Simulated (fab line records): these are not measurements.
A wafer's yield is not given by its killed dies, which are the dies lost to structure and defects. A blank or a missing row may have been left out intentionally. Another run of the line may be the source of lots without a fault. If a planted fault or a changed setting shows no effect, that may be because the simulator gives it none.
Split-lot study ; flow n5 finfet ; 7 lots, 21 wafers read, on a route of 1938 steps

## ABOUT THE SPLIT
At N5_PMOS_HMC_CHANNEL_EPI_ETCH_38 (etches SiO2 in CF4, target depth 1.5 nm), the setting bias w was moved away from the recipe's 400 W on 7 of the 21 wafers read, by -10.2% to +14.9%. The other wafers ran this setting at the recipe's value.

The split's own step is where the reading is taken.

## THE READING
etch.depth nm (the simulator's own value, which no gauge read), in nm, at N5_PMOS_HMC_CHANNEL_EPI_ETCH_38 (etches SiO2 in CF4, target depth 1.5 nm). The file gives no usual value for it. Average 1.494 nm, standard deviation 0.019 nm, over the 14 wafers here run with the recipe.

wafer;tool, chamber at the split;bias w as run, W;against the recipe;etch.depth nm, nm;against lot-mates on the recipe
L078.1;rie si-01, 0;459.6;+14.9%;1.595;+0.107
L078.3;rie si-01, 1;400;recipe;1.496;-
L078.5;rie si-01, 1;400;recipe;1.48;-
L081.1;rie si-04, 0;400;recipe;1.482;-
L081.2;rie si-04, 1;400;recipe;1.518;-
L081.5;rie si-04, 0;359.2;-10.2%;1.43;-0.070
L088.3;rie si-01, 0;400;recipe;1.54;-
L088.5;rie si-01, 2;400;recipe;1.515;-
L088.6;rie si-01, 3;400;recipe;1.51;-
L093.3;rie si-02, 2;400;recipe;1.474;-
L093.5;rie si-02, 2;361.6;-9.6%;1.426;-0.058
L093.6;rie si-02, 3;400;recipe;1.494;-
L094.1;rie si-02, 3;400;recipe;1.483;-
L094.2;rie si-02, 1;400;recipe;1.481;-
L094.6;rie si-02, 1;400;recipe;1.485;-
L096.1;rie si-02, 2;418.2;+4.5%;1.499;+0.020
L096.2;rie si-02, 1;418.2;+4.5%;1.495;+0.016
L096.6;rie si-02, 1;400;recipe;1.479;-
L097.1;rie si-02, 2;363.7;-9.1%;1.442;-0.032
L097.2;rie si-02, 3;363.7;-9.1%;1.424;-0.050
L097.5;rie si-02, 3;400;recipe;1.474;-

THE FIT
A straight line over all 21 wafers: etch.depth nm changes by +0.00625 nm for each +1% of bias w; r = +0.89; the points scatter about the line by 0.019 nm.
The same after taking each lot's own level away (the mean of its wafers on the recipe; 21 wafers): +0.00606 nm for each +1%; r = +0.95; scatter 0.012 nm.
On that fit, the largest move of bias w shifts the reading by 0.09 nm.
The span of the lots' own levels, 1.4740 to 1.5217 nm, comes to 2.5 times the standard deviation stated above.
The two slopes are in agreement: the lot-to-lot level therefore moves the slope only a little.
Check: for one of the wafers moved furthest among these (+14.9%), held out of the fit, the line's prediction against its lot-mates is +0.0786 nm. It came out at +0.107 nm against them.

## THESE WAFERS: OTHER SPLITS
Before the reading, these wafers also passed through other splits. Each is held against what the fit with the lots' levels taken away leaves over:
other split on the same wafers;wafers away from the commonest value;r with etch.depth nm (lot level and that fit taken away)
N5_ZERO_LAYER_PECVD_02 time s;4;-0.21
N5_ZERO_LAYER_EXPOSE_08 dose mj;7;+0.09
N5_PMOS_HMC_CHANNEL_EPI_PEB_07 peb time s;5;-0.23

## FILE'S OWN FIT
etch.depth nm changes by +0.00638 nm for each +1% of bias w, r = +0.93.
